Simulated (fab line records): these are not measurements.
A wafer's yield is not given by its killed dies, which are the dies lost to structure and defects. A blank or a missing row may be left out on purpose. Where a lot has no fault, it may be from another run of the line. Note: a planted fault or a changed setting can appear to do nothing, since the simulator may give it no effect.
Split-lot study :: flow n5 finfet :: on a route of 1938 steps: 7 lots, 21 wafers read

## ON THE SPLIT
At N5_BEOL_M13_SPUTTER_43 (material TaN, target thk 15 nm, time 24.19 s), the setting time s was moved away from the recipe's 24.19 s on 8 of the 21 wafers read, by -14.9% to +9.1%. For the rest of the wafers, this setting stayed at what the recipe calls for.

The split's own step is where the reading is taken.

## THE READING
TaN_of_BEOL_M13_SPUTTER_43.thk nm (the simulator's own value, which no gauge read), in nm, at N5_BEOL_M13_SPUTTER_43 (material TaN, target thk 15 nm, time 24.19 s). No usual value for it is given in the file. Here, 13 wafers ran the recipe; their average is 15.0 nm with a standard deviation of 0.23 nm.

wafer: L074.1
tool, chamber at the split: pvd sputter-02, -
time s as run, s: 21.28
against the recipe: -12.0%
TaN_of_BEOL_M13_SPUTTER_43.thk nm, nm: 13
against lot-mates on the recipe: -1.8

wafer: L074.3
tool, chamber at the split: pvd sputter-02, -
time s as run, s: 24.19
against the recipe: recipe
TaN_of_BEOL_M13_SPUTTER_43.thk nm, nm: 14.8
against lot-mates on the recipe: -

wafer: L074.5
tool, chamber at the split: pvd sputter-02, -
time s as run, s: 21.28
against the recipe: -12.0%
TaN_of_BEOL_M13_SPUTTER_43.thk nm, nm: 13.4
against lot-mates on the recipe: -1.4

wafer: L078.2
tool, chamber at the split: pvd sputter-01, -
time s as run, s: 24.19
against the recipe: recipe
TaN_of_BEOL_M13_SPUTTER_43.thk nm, nm: 15.4
against lot-mates on the recipe: -

wafer: L078.3
tool, chamber at the split: pvd sputter-01, -
time s as run, s: 24.19
against the recipe: recipe
TaN_of_BEOL_M13_SPUTTER_43.thk nm, nm: 15
against lot-mates on the recipe: -

wafer: L078.6
tool, chamber at the split: pvd sputter-01, -
time s as run, s: 24.19
against the recipe: recipe
TaN_of_BEOL_M13_SPUTTER_43.thk nm, nm: 15
against lot-mates on the recipe: -

wafer: L086.2
tool, chamber at the split: pvd sputter-03, -
time s as run, s: 22.05
against the recipe: -8.8%
TaN_of_BEOL_M13_SPUTTER_43.thk nm, nm: 13.6
against lot-mates on the recipe: -1.4

wafer: L086.4
tool, chamber at the split: pvd sputter-03, -
time s as run, s: 22.05
against the recipe: -8.8%
TaN_of_BEOL_M13_SPUTTER_43.thk nm, nm: 13.4
against lot-mates on the recipe: -1.6

wafer: L086.6
tool, chamber at the split: pvd sputter-03, -
time s as run, s: 24.19
against the recipe: recipe
TaN_of_BEOL_M13_SPUTTER_43.thk nm, nm: 15
against lot-mates on the recipe: -

wafer: L088.3
tool, chamber at the split: pvd sputter-01, -
time s as run, s: 24.19
against the recipe: recipe
TaN_of_BEOL_M13_SPUTTER_43.thk nm, nm: 14.8
against lot-mates on the recipe: -

wafer: L088.6
tool, chamber at the split: pvd sputter-01, -
time s as run, s: 24.19
against the recipe: recipe
TaN_of_BEOL_M13_SPUTTER_43.thk nm, nm: 14.8
against lot-mates on the recipe: -

wafer: L088.5
tool, chamber at the split: pvd sputter-01, -
time s as run, s: 24.19
against the recipe: recipe
TaN_of_BEOL_M13_SPUTTER_43.thk nm, nm: 15
against lot-mates on the recipe: -

wafer: L090.2
tool, chamber at the split: pvd sputter-03, -
time s as run, s: 26.38
against the recipe: +9.1%
TaN_of_BEOL_M13_SPUTTER_43.thk nm, nm: 16.8
against lot-mates on the recipe: +1.4

wafer: L090.4
tool, chamber at the split: pvd sputter-03, -
time s as run, s: 24.19
against the recipe: recipe
TaN_of_BEOL_M13_SPUTTER_43.thk nm, nm: 15.4
against lot-mates on the recipe: -

wafer: L090.6
tool, chamber at the split: pvd sputter-03, -
time s as run, s: 24.19
against the recipe: recipe
TaN_of_BEOL_M13_SPUTTER_43.thk nm, nm: 15.4
against lot-mates on the recipe: -

wafer: L091.2
tool, chamber at the split: pvd sputter-02, -
time s as run, s: 24.19
against the recipe: recipe
TaN_of_BEOL_M13_SPUTTER_43.thk nm, nm: 15
against lot-mates on the recipe: -

wafer: L091.4
tool, chamber at the split: pvd sputter-02, -
time s as run, s: 24.19
against the recipe: recipe
TaN_of_BEOL_M13_SPUTTER_43.thk nm, nm: 14.8
against lot-mates on the recipe: -

wafer: L091.6
tool, chamber at the split: pvd sputter-02, -
time s as run, s: 20.76
against the recipe: -14.2%
TaN_of_BEOL_M13_SPUTTER_43.thk nm, nm: 12.8
against lot-mates on the recipe: -2.1

wafer: L095.1
tool, chamber at the split: pvd sputter-01, -
time s as run, s: 20.59
against the recipe: -14.9%
TaN_of_BEOL_M13_SPUTTER_43.thk nm, nm: 12.2
against lot-mates on the recipe: -2.6

wafer: L095.3
tool, chamber at the split: pvd sputter-01, -
time s as run, s: 24.19
against the recipe: recipe
TaN_of_BEOL_M13_SPUTTER_43.thk nm, nm: 14.8
against lot-mates on the recipe: -

wafer: L095.5
tool, chamber at the split: pvd sputter-01, -
time s as run, s: 20.59
against the recipe: -14.9%
TaN_of_BEOL_M13_SPUTTER_43.thk nm, nm: 12.6
against lot-mates on the recipe: -2.2

THE FIT
A straight line over all 21 wafers: TaN_of_BEOL_M13_SPUTTER_43.thk nm changes by +0.169 nm for each +1% of time s; r = +0.98; the points scatter about the line by 0.24 nm.
The same after taking each lot's own level away (the mean of its wafers on the recipe; 21 wafers): +0.153 nm for each +1%; r = +0.99; scatter 0.17 nm.
Per that fit: largest time s move, reading shift of 2.3 nm.
From 14.80 to 15.40 nm: that is the span of the lots' own levels, equal to 2.6 times the standard deviation above.
So the lot-to-lot level changes the slope: the two fits differ.
Check: -2.2 nm against its lot-mates is what the line predicts for one of the wafers moved furthest among these (-14.9%) when that wafer is left out of the fit. Against them it came out at -2.6 nm.

## ADDITIONAL SPLITS CARRIED BY THESE WAFERS
These wafers also went through other splits before the reading. Each is held against what the fit with the lots' levels taken away leaves over:
other split on the same wafers: N5_BEOL_M11_COAT_05 spin rpm
wafers away from the commonest value: 5
r with TaN_of_BEOL_M13_SPUTTER_43.thk nm (lot level and that fit taken away): +0.17

other split on the same wafers: N5_BEOL_M11_ETCH_41 time s
wafers away from the commonest value: 4
r with TaN_of_BEOL_M13_SPUTTER_43.thk nm (lot level and that fit taken away): +0.02

other split on the same wafers: N5_BEOL_M11_CURE_72 time s
wafers away from the commonest value: 6
r with TaN_of_BEOL_M13_SPUTTER_43.thk nm (lot level and that fit taken away): +0.32

other split on the same wafers: N5_BEOL_M13_ETCH_67 bias w
wafers away from the commonest value: 6
r with TaN_of_BEOL_M13_SPUTTER_43.thk nm (lot level and that fit taken away): +0.11

## THE FILE'S OWN FIT
TaN_of_BEOL_M13_SPUTTER_43.thk nm changes by +0.152 nm for each +1% of time s, r = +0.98.
